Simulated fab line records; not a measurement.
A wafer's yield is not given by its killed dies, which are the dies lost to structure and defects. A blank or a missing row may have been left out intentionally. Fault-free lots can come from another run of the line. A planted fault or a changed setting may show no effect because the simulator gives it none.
A lot that was struck, set against a sound lot | flow nand-harc | 40 steps out of a route of 1302
Sound: these wafers, L575.2, L575.4, L575.6. Wafers struck: L591.2, L591.4, L591.5. Last of all comes the cause.
Per side, at each step with rows, come the tool, then ch with its chambers, and then its first start. Under that, the readings that differ: sound wafers | struck wafers | difference of the means | sigmas: that difference in standard deviations of wafers without a fault.
alike: a reading whose means differ by less than 2 such deviations, as well as words and numbers matching on both sides. not compared: withheld readings; readings where some wafer has no value; bounds like >300 that might hide an equal value; numbers whose values overlap and for which the record gives no deviation.
The two part at a step that has a row with sigmas, a row that says differs or no value, or rows on one side only. When numbers do not overlap yet have no deviation, they are printed without sigmas and do not part them. A reading missing from all wafers of one side parts the sides only when that side holds two or more wafers.

first, 6 steps without rows for these wafers: NHARC_A_STAIRCASE_EBR_246; NHARC_A_STAIRCASE_EXPOSE_247 (exposes mask SDS 1); NHARC_A_STAIRCASE_PEB_248 (peb time 130 s); NHARC_A_STAIRCASE_DEVELOP_249 (time 140 s); NHARC_A_STAIRCASE_HARDBAKE_251 (time 140 s); NHARC_A_STAIRCASE_DESCUM_252 (chemistry O2, time 3 s).
NHARC_A_STAIRCASE_ETCH_253: etches the open film in C4F8/O2, target depth 50 nm, time 20.2 s.
  sound on rie-diel-10 ch 0,2, day 17 15:59; struck on rie-diel-10 ch 0,2,3, day 24 12:13
  alike: oes-product-au, rf-vpp-V
  not compared: rf-hours-counter-h
then, 4 steps without rows for these wafers: NHARC_A_STAIRCASE_STRIP_254 (strips in O2); NHARC_A_STAIRCASE_STRIP_255 (strips in SPM, time 900 s); NHARC_A_STAIRCASE_PRECLEAN_256 (cleans in SC1); NHARC_A_STAIRCASE_SRD_257.
NHARC_A_STAIRCASE_HM_DEP_456: deposits aC, target thk 3100 nm.
  sound on acl-dep-03 ch 0, day 17 17:12; struck on acl-dep-03 ch 0, day 24 14:24
  alike: throttle-valve-pct
then, 11 steps without rows for these wafers: NHARC_A_STAIRCASE_DEP_259 (deposits SiON, target thk 30 nm); NHARC_A_STAIRCASE_DEHYDRATE_260 (time 120 s); NHARC_A_STAIRCASE_HMDS_261 (time 30 s); NHARC_A_STAIRCASE_COAT_262; NHARC_A_STAIRCASE_SOFTBAKE_263 (time 170 s); NHARC_A_STAIRCASE_EBR_264; NHARC_A_STAIRCASE_EXPOSE_265 (exposes mask CHOP 200); NHARC_A_STAIRCASE_PEB_266 (peb time 130 s); NHARC_A_STAIRCASE_DEVELOP_267 (time 140 s); NHARC_A_STAIRCASE_HARDBAKE_269 (time 140 s); NHARC_A_STAIRCASE_DESCUM_270 (chemistry O2, time 3 s).
NHARC_A_STAIRCASE_ETCH_271: etches the open film in CF4/CHF3.
  sound on rie-diel-01 ch 0,2,3, day 17 20:08; struck on rie-diel-01 ch 0,1,3, day 24 17:02
  alike: drypump-motor-current-A, oes-product-au, rf-vpp-V, showerhead-plenum-p-Torr, throttle-valve-pct
  not compared: rf-hours-counter-h
NHARC_A_STAIRCASE_HM_OPEN_457: chemistry O2/COS.
  sound: rie-diel-01 ch 1,3; struck: rie-diel-01 ch 1,2,3
  alike: drypump-motor-current-A, oes-product-au, rf-vpp-V, showerhead-plenum-p-Torr, throttle-valve-pct
  not compared: rf-hours-counter-h
then, 2 steps without rows for these wafers: NHARC_A_STAIRCASE_STRIP_458 (strips in O2/COS); NHARC_A_STAIRCASE_ETCH_451 (etches the open film in CF4/O2, target depth 30 nm, overetch 3 nm, time 16.5 s).
NHARC_A_STAIRCASE_ETCH_273: etches the open film in C4F8/O2/Ar, target depth 10200 nm, time 2468.6 s.
  sound: rie-diel-01 ch 0,1,3; struck: rie-diel-01 ch 0,1,3
  alike: oes-product-au, rf-vpp-V
  not compared: rf-hours-counter-h
NHARC_A_STAIRCASE_STRIP_274: strips in O2.
  sound: rie-diel-01 ch 1,3; struck: rie-diel-01 ch 0,2
  alike: drypump-motor-current-A, oes-product-au, rf-vpp-V, showerhead-plenum-p-Torr, throttle-valve-pct
  not compared: rf-hours-counter-h
then, 10 steps without rows for these wafers: NHARC_A_STAIRCASE_STRIP_275 (strips in SPM, time 900 s); NHARC_A_STAIRCASE_PRECLEAN_276 (cleans in SC1); NHARC_A_STAIRCASE_SRD_277; NHARC_A_STAIRCASE_HM_DEP_459 (deposits aC, target thk 1500 nm); NHARC_A_STAIRCASE_DEP_280 (deposits SiON, target thk 30 nm); NHARC_A_STAIRCASE_DEHYDRATE_281 (time 120 s); NHARC_A_STAIRCASE_HMDS_282 (time 30 s); NHARC_A_STAIRCASE_COAT_283; NHARC_A_STAIRCASE_SOFTBAKE_284 (time 170 s); NHARC_A_STAIRCASE_EBR_285.
-- record jumps: 8 days between struck wafers' starts before vs after; left off in module A_STAIRCASE, resumes in module END, first step shown is number 1302 of the route --
NHARC_END_SORT_01:
  at this point the record logs the struck wafers (prober-01 ch 0, day 32 22:04) and has no rows for the sound ones

## WHERE THEY PART
Only at NHARC_END_SORT_01, within this record.

WHY: whatever the simulator had introduced
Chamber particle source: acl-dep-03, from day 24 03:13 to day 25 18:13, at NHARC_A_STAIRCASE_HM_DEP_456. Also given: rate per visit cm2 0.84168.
